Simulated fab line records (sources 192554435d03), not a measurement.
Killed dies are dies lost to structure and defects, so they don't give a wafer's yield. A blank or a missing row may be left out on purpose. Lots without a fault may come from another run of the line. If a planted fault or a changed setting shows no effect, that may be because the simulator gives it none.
fab line records	flow n5_finfet
record: lots: 7	wafers: 21
route steps=1938 shown BEOL_M9@1426 BEOL_M10@1477 BEOL_M11@1552 BEOL_M12@1637 BEOL_M14@1722
start_h: hours from the record's opening day to when the first of the lot's shown wafers began	wait_h: hours elapsed since this lot's preceding step	" the same as in the row above	L1.1+2: one row covering several wafers at once	- no value, or no start was given	* or withheld: withheld	< > ~ a bound
route shown NAME@n: NAME is a module with steps in the file, n the number in the route of the first one	usual: average and standard deviation across the fault-free wafers	same: alike in all rows	chamber/n: place in a boat	sites: each site's reading	_std_site: how widely they spread, as a standard deviation	_edge_site: outer sites' mean less inner sites'	radius_mm: how far each site lies from the wafer's centre	mask NAME#n: copy n	behind: tool/chamber where the wafer was last shaped	hold: why the lot went on hold/how many hours it stayed there/how the hold came to an end	device: the transistor (n, p or np) that didn't switch	end of line: at the end of the route, the tests of the same wafers	for a step that has no rows: nothing shown but its recipe	killed: dies lost to structure and defects at the first sort, not the wafer's yield	map: a wafer's dies, x killed, . not, _ none there
set.NAME: setting as actually run; set.NAME@STEP: the setting as run at that earlier step	model.NAME: the simulator's own value behind a step, which no gauge read
lots with deliberately changed settings; one table per step, one row per wafer
== steps ==
step: N5_BEOL_M9_COAT_64
recipe: resist: SiARC	temp_c: 220	time_s: 60	spin_rpm: 1500	resist_thk_nm: 12
lot.wafer	tool	chamber	start_h	wait_h	set.spin_rpm	model.SiARC_of_BEOL_M9_COAT_64.thk_nm
L080.2	litho_track-04	0	-	-	1571	11.8
L080.3+4	"	0	"	"	1500	12
L085.3+5	litho_track-05	0	-	-	1500	12
L085.6	"	0	"	"	1374	12.6
L088.2+3	litho_track-03	0	-	-	1500	12
L088.5	"	0	"	"	1456	12.2
L089.3+6	litho_track-03	0	-	-	1500	12
L089.4	"	0	"	"	1398	12.6
L091.2+5+6	litho_track-03	0	-	-	1500	12
L090.1	litho_track-05	0	-	-	1650	11.4
L090.4+5	"	0	"	"	1500	12
L095.1	litho_track-03	0	-	-	1360	12.6
L095.2+4	"	0	"	"	1500	12
step: N5_BEOL_M9_COAT_75
recipe: resist: underlayer	temp_c: 205	time_s: 60	spin_rpm: 1500	resist_thk_nm: 5
lot.wafer	tool	chamber	start_h	wait_h	set.time_s
L080.2+3	litho_track-04	0	-	-	60
L080.4	"	0	"	"	67.73
L085.3	litho_track-05	0	-	-	66.06
L085.5+6	"	0	"	"	60
L088.2+3+5	litho_track-03	0	-	-	60
L089.3+4	litho_track-03	0	-	-	60
L089.6	"	0	"	"	72.42
L091.2+5+6	litho_track-03	0	-	-	60
L090.1+4	litho_track-05	0	-	-	60
L090.5	"	0	"	"	56.59
L095.1+4	litho_track-03	0	-	-	60
L095.2	"	0	"	"	53.15
step: N5_BEOL_M9_COAT_22
recipe: resist: CAR-EUV	spin_rpm: 1500	resist_thk_nm: 30
step: N5_BEOL_M9_EBR_24
recipe: solvent: PGMEA	ebr_width_mm: 1.5
step: N5_BEOL_M9_DESCUM_33
recipe: chemistry: O2	time_s: 7	source_power_w: 50	bias_power_w: 20	pressure_mtorr: 20	rf_frequency_hz: 2.712e+07	temp_c: 40	resist: CAR-EUV	o2_flow_sccm: 225
step: N5_BEOL_M9_ETCH_76
recipe: chemistry: N2/H2	target: underlayer	target_depth_a: 65	mask_material: CAR-EUV	time_s: 5.2	ion_energy_ev: 200	pressure_mtorr: 30	source_w: 840	bias_w: 150	n2_flow_sccm: 200	h2_flow_sccm: 200	ends: cleared
step: N5_BEOL_M9_ETCH_65
recipe: chemistry: CF4	target: SiARC	target_depth_a: 156	mask_material: CAR-EUV	time_s: 26	ion_energy_ev: 80	pressure_mtorr: 40	source_w: 545	bias_w: 36	Ar_flow_sccm: 100	cf4_flow_sccm: 100	ends: cleared
lot.wafer	tool	chamber	start_h	wait_h	set.spin_rpm@BEOL_M9_COAT_64	model.etch.depth_nm	model.CAR-EUV_of_BEOL_M9_COAT_22.thk_nm
L080.2	rie_diel-06	3	269.16	0.0	1571	11.72	11.4
L080.3	"	0	"	"	1500	12.02	11.2
L080.4	"	2	"	"	1500	11.99	11.2
L085.3	rie_diel-04	1	283.45	0.0	1500	12.03	11.2
L085.5	"	2	"	"	1500	12.09	11.2
L085.6	"	3	"	"	1374	12.56	10.6
L088.2	rie_diel-06	2	294.62	0.0	1500	11.99	11.2
L088.3	"	3	"	"	1500	12	11.2
L088.5	"	3	"	"	1456	12.21	11
L089.3	rie_diel-04	3	302.51	0.0	1500	12.04	11.2
L089.4	"	2	"	"	1398	12.52	10.8
L089.6	"	0	"	"	1500	12.03	11
L091.2+5	rie_diel-05	2,1	304.83	0.0	1500	12.04	11
L091.6	"	0	"	"	1500	12.01	11.2
L090.1	rie_diel-06	0	305.24	0.0	1650	11.5	11.6
L090.4	"	3	"	"	1500	12	11.4
L090.5	"	0	"	"	1500	11.96	11.2
L095.1	rie_diel-06	0	357.05	0.0	1360	12.63	10.6
L095.2	"	3	"	"	1500	12.03	11
L095.4	"	1	"	"	1500	11.97	11.2
step: N5_BEOL_M10_COAT_05
recipe: resist: CAR-ArF	spin_rpm: 1500	resist_thk_nm: 90
lot.wafer	tool	chamber	start_h	wait_h	set.spin_rpm	model.CAR-ArF_of_BEOL_M10_COAT_05.thk_nm
L080.2	litho_track-01	0	-	-	1441	92
L080.3	"	0	"	"	1500	89.8
L080.4	"	0	"	"	1500	90.2
L085.3	litho_track-03	0	-	-	1657	85.4
L085.5+6	"	0	"	"	1500	90
L088.2	litho_track-02	0	-	-	1336	94.8
L088.3+5	"	0	"	"	1500	89.6
L089.3	litho_track-01	0	-	-	1500	89.8
L089.4	"	0	"	"	1500	90.2
L089.6	"	0	"	"	1392	93.4
L091.2+5+6	litho_track-01	0	-	-	1500	90.2
L090.1	litho_track-01	0	-	-	1342	95.4
L090.4	"	0	"	"	1500	90.2
L090.5	"	0	"	"	1342	95.8
L095.1+2	litho_track-02	0	-	-	1447	91.4
L095.4	"	0	"	"	1500	89.8
step: N5_BEOL_M10_EBR_07
recipe: solvent: PGMEA	ebr_width_mm: 1.5
step: N5_BEOL_M10_SOFTBAKE_06
recipe: temp_c: 110	time_s: 60	resist: CAR-ArF
step: N5_BEOL_M10_DESCUM_16
recipe: chemistry: O2	time_s: 7.9	source_power_w: 50	bias_power_w: 20	pressure_mtorr: 20	rf_frequency_hz: 2.712e+07	temp_c: 40	resist: CAR-ArF	o2_flow_sccm: 225
step: N5_BEOL_M10_ETCH_61
recipe: chemistry: CF4	target: SiARC	target_depth_a: 390	mask_material: CAR-ArF	time_s: 65	ion_energy_ev: 80	pressure_mtorr: 40	source_w: 545	bias_w: 36	Ar_flow_sccm: 100	cf4_flow_sccm: 100	ends: cleared
lot.wafer	tool	chamber	start_h	wait_h	set.spin_rpm@BEOL_M10_COAT_05	model.CAR-ArF_of_BEOL_M10_COAT_05.thk_nm
L080.2	rie_diel-02	2	276.42	0.0	1441	57.6
L080.3	"	3	"	"	1500	55.4
L080.4	"	1	"	"	1500	55.6
L085.3	rie_diel-03	0	290.46	0.0	1657	51
L085.5	"	1	"	"	1500	55.8
L085.6	"	2	"	"	1500	55.4
L088.2	rie_diel-03	3	300.85	0.0	1336	60.2
L088.3	"	0	"	"	1500	55
L088.5	"	2	"	"	1500	55.2
L089.3	rie_diel-02	2	307.55	0.0	1500	55.2
L089.4	"	0	"	"	1500	55.8
L089.6	"	3	"	"	1392	58.8
L091.2+5+6	rie_diel-02	2,3,2	310.71	0.0	1500	55.6
L090.1	rie_diel-02	0	310.96	0.0	1342	60.8
L090.4	"	0	"	"	1500	55.6
L090.5	"	2	"	"	1342	61.2
L095.1	rie_diel-02	3	363.38	0.0	1447	57
L095.2	"	0	"	"	1447	56.8
L095.4	"	2	"	"	1500	55.2
step: N5_BEOL_M10_ETCH_62
recipe: chemistry: N2/H2	target: SOC	target_depth_a: 1100	overetch_a: 220	mask_material: SiARC	temp_c: 40	time_s: 165	ion_energy_ev: 200	pressure_mtorr: 30	source_w: 840	bias_w: 150	n2_flow_sccm: 200	h2_flow_sccm: 200
lot.wafer	tool	chamber	start_h	wait_h	set.time_s	model.SiARC_of_BEOL_M10_COAT_60.thk_nm
L080.2	rie_diel-02	2	276.47	0.0	165	23.6
L080.3	"	3	"	"	165	23.8
L080.4	"	1	"	"	165	23
L085.3+6	rie_diel-03	0,2	290.51	0.0	165	23.4
L085.5	"	1	"	"	191.7	22.2
L088.2+3+5	rie_diel-03	3,0,2	300.90	0.0	165	23.4
L089.3	rie_diel-02	2	307.60	0.0	165	23.6
L089.4	"	0	"	"	165	23.4
L089.6	"	3	"	"	131.5	25.2
L091.2+6	rie_diel-02	2	310.76	0.0	165	23.8
L091.5	"	3	"	"	165	24
L090.1	rie_diel-02	0	311.01	0.0	165	23.6
L090.4	"	0	"	"	165	23.4
L090.5	"	2	"	"	165	23.8
L095.1+4	rie_diel-02	3,2	363.43	0.0	165	24
L095.2	"	0	"	"	165	23.6
step: N5_BEOL_M11_DESCUM_16
recipe: chemistry: O2	time_s: 7.9	source_power_w: 50	bias_power_w: 20	pressure_mtorr: 20	rf_frequency_hz: 2.712e+07	temp_c: 40	resist: CAR-ArF	o2_flow_sccm: 225
lot.wafer	tool	chamber	start_h	wait_h	set.time_s
L080.2+3+4	rie_diel-06	1,2,3	281.91	0.1	7.9
L085.3+5+6	rie_diel-06	0,3,2	300.64	0.0	6.397
L088.2	rie_diel-04	0	309.45	0.0	7.9
L088.3+5	"	3,0	"	"	9.323
L089.3+4+6	rie_diel-04	0,0,2	315.67	0.6	7.9
L091.2+5+6	rie_diel-04	2,3,0	317.67	0.0	7.9
L090.1+4	rie_diel-06	0,2	319.02	0.0	6.78
L090.5	"	2	"	"	7.9
L095.1+2+4	rie_diel-05	1,0,0	373.38	0.3	7.9
step: N5_BEOL_M11_ETCH_61
recipe: chemistry: CF4	target: SiARC	target_depth_a: 390	mask_material: CAR-ArF	time_s: 65	ion_energy_ev: 80	pressure_mtorr: 40	source_w: 545	bias_w: 36	Ar_flow_sccm: 100	cf4_flow_sccm: 100	ends: cleared
lot.wafer	tool	chamber	start_h	wait_h	set.time_s@BEOL_M11_DESCUM_16	model.CAR-ArF_of_BEOL_M11_COAT_05.thk_nm
L080.2+3	rie_diel-06	1,2	281.94	0.0	7.9	55.4
L080.4	"	3	"	"	7.9	55.6
L085.3	rie_diel-06	0	300.67	0.0	6.397	56.2
L085.5+6	"	3,2	"	"	6.397	56
L088.2	rie_diel-04	0	309.49	0.0	7.9	55.4
L088.3+5	"	3,0	"	"	9.323	54.6
L089.3	rie_diel-04	0	315.71	0.0	7.9	55.8
L089.4	"	0	"	"	7.9	55.4
L089.6	"	2	"	"	7.9	55.6
L091.2+5	rie_diel-04	2,3	317.70	0.0	7.9	55.8
L091.6	"	0	"	"	7.9	56
L090.1+4	rie_diel-06	0,2	319.06	0.0	6.78	56.4
L090.5	"	2	"	"	7.9	55.8
L095.1	rie_diel-05	1	373.41	0.0	7.9	55.8
L095.2+4	"	0	"	"	7.9	55.6
step: N5_BEOL_M11_ETCH_62
recipe: chemistry: N2/H2	target: SOC	target_depth_a: 1100	overetch_a: 220	mask_material: SiARC	temp_c: 40	time_s: 165	ion_energy_ev: 200	pressure_mtorr: 30	source_w: 840	bias_w: 150	n2_flow_sccm: 200	h2_flow_sccm: 200
lot.wafer	tool	chamber	start_h	wait_h	set.time_s	model.SiARC_of_BEOL_M11_COAT_60.thk_nm
L080.2	rie_diel-06	1	281.99	0.0	165	23.2
L080.3	"	2	"	"	165	23.4
L080.4	"	3	"	"	165	23.8
L085.3	rie_diel-06	0	300.72	0.0	199.8	22
L085.5	"	3	"	"	199.8	22.6
L085.6	"	2	"	"	165	23.4
L088.2+5	rie_diel-04	0	309.54	0.0	165	23.6
L088.3	"	3	"	"	185	22.6
L089.3	rie_diel-04	0	315.76	0.0	165	23.6
L089.4	"	0	"	"	165	23.8
L089.6	"	2	"	"	165	23.4
L091.2	rie_diel-04	2	317.75	0.0	165	23.6
L091.5	"	3	"	"	165	23.4
L091.6	"	0	"	"	165	23.8
L090.1	rie_diel-06	0	319.11	0.0	165	23.6
L090.4+5	"	2	"	"	129.7	25
L095.1+2+4	rie_diel-05	1,0,0	373.46	0.0	165	23.8
step: N5_BEOL_M11_ETCH_66
recipe: chemistry: N2/H2	target: SOC	target_depth_a: 1200	overetch_a: 240	mask_material: SiARC	temp_c: 40	time_s: 180	ion_energy_ev: 200	pressure_mtorr: 30	source_w: 840	bias_w: 150	n2_flow_sccm: 200	h2_flow_sccm: 200
lot.wafer	tool	chamber	start_h	wait_h	set.time_s	model.SiARC_of_BEOL_M11_COAT_64.thk_nm
L080.2	rie_diel-05	3	283.03	0.0	219.5	21.2
L080.3	"	0	"	"	180	22.8
L080.4	"	1	"	"	219.5	21.4
L085.3+5+6	rie_diel-04	2,1,2	303.01	0.0	180	22.8
L088.2+5	rie_diel-05	0,1	310.42	0.0	180	22.8
L088.3	"	2	"	"	141.6	24.4
L089.3	rie_diel-06	1	316.91	0.0	180	22.6
L089.4	"	3	"	"	219.8	21.6
L089.6	"	1	"	"	219.8	20.8
L091.2+6	rie_diel-04	3	321.48	0.0	180	22.6
L091.5	"	0	"	"	180	22.8
L090.1	rie_diel-04	2	321.94	0.0	194.1	22.4
L090.4	"	0	"	"	180	23
L090.5	"	2	"	"	194.1	22.2
L095.1	rie_diel-05	1	375.69	0.0	180	23
L095.2	"	0	"	"	197.8	22.2
L095.4	"	2	"	"	180	23.2
step: N5_BEOL_M11_ETCH_41
recipe: chemistry: CH3F/O2	target: SiCN	target_depth_a: 426	taper_deg: 2	time_s: 86	ion_energy_ev: 120	mask_material: TiN	pressure_mtorr: 30	source_w: 395	bias_w: 75	Ar_flow_sccm: 150	CH3F_flow_sccm: 30	O2_flow_sccm: 20
lot.wafer	tool	chamber	start_h	wait_h	set.time_s	model.etch.depth_nm
L080.2	rie_diel-05	3	-	-	68.97	25.52
L080.3	"	0	"	"	68.97	25.82
L080.4	"	1	"	"	86	31.65
L085.3	rie_diel-04	2	-	-	86	32.48
L085.5	"	1	"	"	86	32.69
L085.6	"	2	"	"	86	32.4
L088.2	rie_diel-05	0	-	-	86	32.44
L088.3	"	2	"	"	67.43	24.89
L088.5	"	1	"	"	86	31.97
L089.3	rie_diel-06	1	-	-	103.7	40.08
L089.4	"	3	"	"	86	32.1
L089.6	"	1	"	"	103.7	40.16
L091.2	rie_diel-04	3	-	-	86	32.58
L091.5	"	0	"	"	86	31.82
L091.6	"	3	"	"	86	32.56
L090.1	rie_diel-04	2	-	-	86	32.44
L090.4	"	0	"	"	100.2	38.08
L090.5	"	2	"	"	100.2	37.87
L095.1	rie_diel-05	1	-	-	79.8	29.68
L095.2	"	0	"	"	86	32.04
L095.4	"	2	"	"	79.8	29.35
step: N5_BEOL_M12_ETCH_68
recipe: chemistry: N2/H2	target: SOC	mask_material: SiARC	source_w: 3000	bias_w: 350	temp_c: 40	time_s: 285	ion_energy_ev: 200	pressure_mtorr: 30	n2_flow_sccm: 200	h2_flow_sccm: 200
lot.wafer	tool	chamber	start_h	wait_h	set.time_s	model.SiARC_of_BEOL_M12_COAT_66.thk_nm
L080.2	rie_diel-02	2	288.75	0.1	301.1	84
L080.3	"	0	"	"	285	85.4
L080.4	"	3	"	"	301.1	84.8
L085.3	rie_diel-01	2	308.76	0.1	285	85.2
L085.5	"	2	"	"	285	85
L085.6	"	1	"	"	285	85.8
L088.2	rie_diel-03	0	316.06	0.1	348.7	80.6
L088.3	"	2	"	"	285	86.6
L088.5	"	0	"	"	285	86.4
L089.3+6	rie_diel-03	0,1	323.26	0.1	346.2	80.6
L089.4	"	2	"	"	285	86.2
L091.2	rie_diel-02	1	326.97	0.1	285	85.4
L091.5	"	1	"	"	285	86
L091.6	"	3	"	"	285	86.4
L090.1	rie_diel-03	2	327.96	0.1	345.6	80.4
L090.4	"	1	"	"	285	85.8
L090.5	"	1	"	"	345.6	80.8
L095.1	rie_diel-02	3	381.59	0.1	236.3	90
L095.2	"	0	"	"	285	86
L095.4	"	1	"	"	285	85.6
step: N5_BEOL_M14_EXPOSE_07
recipe: mask_id: V13	na: 0.8	source_shape: annular	sigma_inner: 0.5	sigma_outer: 0.8	polarization: unpolarized	attpsm_phase_deg: 180	dose_mj: 57
lot.wafer	tool	chamber	start_h	wait_h	mask	set.dose_mj
L080.2+4	krf_scanner-01	0	299.21	-	V13#0	59.18
L080.3	"	0	"	"	V13#0	57
L085.3+6	krf_scanner-01	0	319.65	-	V13#0	55.59
L085.5	"	0	"	"	V13#0	57
L088.2+3+5	krf_scanner-02	0	328.93	-	V13#0	57
L089.3+4+6	krf_scanner-02	0	338.46	-	V13#0	57
L091.2+5+6	krf_scanner-01	0	341.67	-	V13#0	57
L090.1+4	krf_scanner-01	0	343.94	-	V13#0	55.83
L090.5	"	0	"	"	V13#0	57
L095.1	krf_scanner-02	0	391.22	-	V13#0	57
L095.2+4	"	0	"	"	V13#0	53.49
step: N5_BEOL_M14_PEB_08
recipe: peb_temp_c: 130	peb_time_s: 90
step: N5_BEOL_M14_DEVELOP_09
recipe: develop_time_s: 45	rinse_liquid: diw	dry: air_spin	dev_temp_c: 21
step: N5_BEOL_M14_HARDBAKE_14
recipe: temp_c: 130	time_s: 120
step: N5_BEOL_M14_CD_MEAS_10
recipe: target_cd_nm: 250	landing_energy_ev: 500	detector: se_inlens	polarity: opening
usual: cd_nm: 249.7/1.7
lot.wafer	tool	chamber	start_h	wait_h	set.dose_mj@BEOL_M14_EXPOSE_07	cd_nm
L080.2	cd_sem-01	0	299.38	-	59.18	258.9
L080.3	"	0	"	"	57	250.9
L080.4	"	0	"	"	59.18	255.9
L085.3	cd_sem-01	0	319.81	-	55.59	245.8
L085.5	"	0	"	"	57	245.9
L085.6	"	0	"	"	55.59	244.8
L088.2	cd_sem-03	0	329.10	-	57	249.1
L088.3	"	0	"	"	57	250.4
L088.5	"	0	"	"	57	246.9
L089.3	cd_sem-02	0	338.63	-	57	249.7
L089.4	"	0	"	"	57	252.3
L089.6	"	0	"	"	57	250.6
L091.2	cd_sem-02	0	341.84	-	57	247.7
L091.5	"	0	"	"	57	250.6
L091.6	"	0	"	"	57	252.8
L090.1	cd_sem-02	0	344.12	-	55.83	247.1
L090.4	"	0	"	"	55.83	246.0
L090.5	"	0	"	"	57	250.0
L095.1	cd_sem-03	0	391.40	-	57	250.0
L095.2	"	0	"	"	53.49	238.8
L095.4	"	0	"	"	53.49	238.2
step: N5_BEOL_M14_STRIP_71
recipe: chemistry: post_etch_residue_remover	time_s: 60	temp_c: 25	remover_ph: withheld	remover_water_wt_pct: withheld	remover_fluoride_wt_pct: withheld
step: N5_BEOL_M14_SRD_72
recipe: time_s: 30	temp_c: 23	rinse_liquid: diw	dry: n2_spin	spin_rpm: 1500	dry_time_s: 30
step: N5_BEOL_M14_CD_MEAS_17
recipe: target_cd_nm: 250	polarity: opening
usual: cd_nm: 250.4/1.8
lot.wafer	tool	chamber	start_h	wait_h	set.dose_mj@BEOL_M14_EXPOSE_07	cd_nm
L080.2	cd_sem-02	-	300.31	0.0	59.18	259.5
L080.3	"	-	"	"	57	252.4
L080.4	"	-	"	"	59.18	257.0
L085.3	cd_sem-03	-	320.46	0.0	55.59	247.7
L085.5	"	-	"	"	57	246.0
L085.6	"	-	"	"	55.59	246.4
L088.2	cd_sem-03	-	329.62	0.0	57	249.1
L088.3	"	-	"	"	57	249.3
L088.5	"	-	"	"	57	247.7
L089.3	cd_sem-02	-	339.44	0.0	57	250.0
L089.4	"	-	"	"	57	251.5
L089.6	"	-	"	"	57	251.0
L091.2	cd_sem-03	-	342.44	0.0	57	250.1
L091.5	"	-	"	"	57	253.4
L091.6	"	-	"	"	57	252.9
L090.1	cd_sem-01	-	344.65	0.0	55.83	247.7
L090.4	"	-	"	"	55.83	247.1
L090.5	"	-	"	"	57	251.0
L095.1	cd_sem-01	-	392.12	0.0	57	249.8
L095.2	"	-	"	"	53.49	240.5
L095.4	"	-	"	"	53.49	239.8
step: N5_BEOL_M14_SPUTTER_43
recipe: material: TaN	target_thk_a: 150	temp_c: 50	bias_v: 168.6	power_w: 15000	chamber_pressure_pa: 0.12	time_s: 24.19
lot.wafer	tool	chamber	start_h	wait_h	set.time_s	model.TaN_of_BEOL_M14_SPUTTER_43.thk_nm
L080.2+3	pvd_sputter-02	-	303.69	0.0	22.45	14.2
L080.4	"	-	"	"	24.19	15
L085.3	pvd_sputter-01	-	322.65	0.0	25.73	15.6
L085.5	"	-	"	"	25.73	15.8
L085.6	"	-	"	"	24.19	14.6
L088.2	pvd_sputter-03	-	332.12	0.0	22.92	14.2
L088.3+5	"	-	"	"	22.92	14.4
L089.3+4	pvd_sputter-02	-	343.00	0.0	21.7	13.4
L089.6	"	-	"	"	24.19	14.8
L091.2+5+6	pvd_sputter-03	-	345.92	0.0	24.19	15
L090.1	pvd_sputter-03	-	346.61	0.0	24.19	15
L090.4	"	-	"	"	24.19	14.6
L090.5	"	-	"	"	24.19	14.8
L095.1+2	pvd_sputter-01	-	395.78	0.0	24.19	15
L095.4	"	-	"	"	26.66	16.4
step: N5_BEOL_M14_DEP_53
recipe: material: SiCN	target_thk_a: 500	temp_c: withheld	precursor: 3MS/NH3	pressure_torr: 3	rf_w: 675	time_s: 17.8
lot.wafer	tool	chamber	start_h	wait_h	set.time_s	model.SiCN_of_BEOL_M14_DEP_53.thk_nm
L080.2	pecvd-03	2	304.81	0.0	17.8	49.4
L080.3	"	1	"	"	15.4	42.4
L080.4	"	1	"	"	15.4	43.2
L085.3	pecvd-03	2	324.17	0.0	17.8	48.8
L085.5	"	1	"	"	17.8	49.8
L085.6	"	0	"	"	17.8	50
L088.2	pecvd-01	0	333.45	0.0	19.04	52.6
L088.3	"	2	"	"	19.04	53.6
L088.5	"	1	"	"	17.8	52.4
L089.3	pecvd-03	2	344.43	0.0	18.82	53.4
L089.4	"	0	"	"	17.8	49.8
L089.6	"	2	"	"	17.8	50.2
L091.2	pecvd-02	0	347.04	0.0	17.8	50.2
L091.5	"	1	"	"	17.8	51.2
L091.6	"	0	"	"	17.8	51
L090.1	pecvd-02	1	347.73	0.0	19.23	54.4
L090.4	"	2	"	"	19.23	54.2
L090.5	"	0	"	"	17.8	51
L095.1	pecvd-01	2	396.96	0.0	17.8	49.6
L095.2	"	1	"	"	17.06	48
L095.4	"	1	"	"	17.06	49
== key ==
split: step: N5_BEOL_M9_COAT_64	setting: spin_rpm	stated: 1500	by: wafer
response: step: N5_BEOL_M9_COAT_64	reading: model.SiARC_of_BEOL_M9_COAT_64.thk_nm	change: -0.0664	per: 1%	r: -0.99
response: step: N5_BEOL_M9_ETCH_65	reading: model.etch.depth_nm	change: -0.0606	per: 1%	r: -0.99
response: step: N5_BEOL_M9_ETCH_65	reading: model.CAR-EUV_of_BEOL_M9_COAT_22.thk_nm	change: +0.0486	per: 1%	r: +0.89
split: step: N5_BEOL_M9_COAT_75	setting: time_s	stated: 60	by: wafer
response none clear
split: step: N5_BEOL_M10_COAT_05	setting: spin_rpm	stated: 1500	by: wafer
response: step: N5_BEOL_M10_COAT_05	reading: model.CAR-ArF_of_BEOL_M10_COAT_05.thk_nm	change: -0.476	per: 1%	r: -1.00
response: step: N5_BEOL_M10_ETCH_61	reading: model.CAR-ArF_of_BEOL_M10_COAT_05.thk_nm	change: -0.474	per: 1%	r: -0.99
split: step: N5_BEOL_M10_ETCH_62	setting: time_s	stated: 165	by: wafer
response: step: N5_BEOL_M10_ETCH_62	reading: model.SiARC_of_BEOL_M10_COAT_60.thk_nm	change: -0.08	per: 1%	r: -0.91
split: step: N5_BEOL_M11_DESCUM_16	setting: time_s	stated: 7.9	by: wafer
response: step: N5_BEOL_M11_ETCH_61	reading: model.CAR-ArF_of_BEOL_M11_COAT_05.thk_nm	change: -0.0436	per: 1%	r: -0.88
split: step: N5_BEOL_M11_ETCH_62	setting: time_s	stated: 165	by: wafer
response: step: N5_BEOL_M11_ETCH_62	reading: model.SiARC_of_BEOL_M11_COAT_60.thk_nm	change: -0.0622	per: 1%	r: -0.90
split: step: N5_BEOL_M11_ETCH_66	setting: time_s	stated: 180	by: wafer
response: step: N5_BEOL_M11_ETCH_66	reading: model.SiARC_of_BEOL_M11_COAT_64.thk_nm	change: -0.0709	per: 1%	r: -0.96
split: step: N5_BEOL_M11_ETCH_41	setting: time_s	stated: 86	by: wafer
response: step: N5_BEOL_M11_ETCH_41	reading: model.etch.depth_nm	change: +0.343	per: 1%	r: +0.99
split: step: N5_BEOL_M12_ETCH_68	setting: time_s	stated: 285	by: wafer
response: step: N5_BEOL_M12_ETCH_68	reading: model.SiARC_of_BEOL_M12_COAT_66.thk_nm	change: -0.253	per: 1%	r: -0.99
split: step: N5_BEOL_M14_EXPOSE_07	setting: dose_mj	stated: 57	by: wafer
response: step: N5_BEOL_M14_CD_MEAS_10	reading: cd_nm	change: +1.65	per: 1%	r: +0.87
response: step: N5_BEOL_M14_CD_MEAS_17	reading: cd_nm	change: +1.37	per: 1%	r: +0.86
split: step: N5_BEOL_M14_SPUTTER_43	setting: time_s	stated: 24.19	by: wafer
response: step: N5_BEOL_M14_SPUTTER_43	reading: model.TaN_of_BEOL_M14_SPUTTER_43.thk_nm	change: +0.137	per: 1%	r: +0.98
split: step: N5_BEOL_M14_DEP_53	setting: time_s	stated: 17.8	by: wafer
response: step: N5_BEOL_M14_DEP_53	reading: model.SiCN_of_BEOL_M14_DEP_53.thk_nm	change: +0.419	per: 1%	r: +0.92
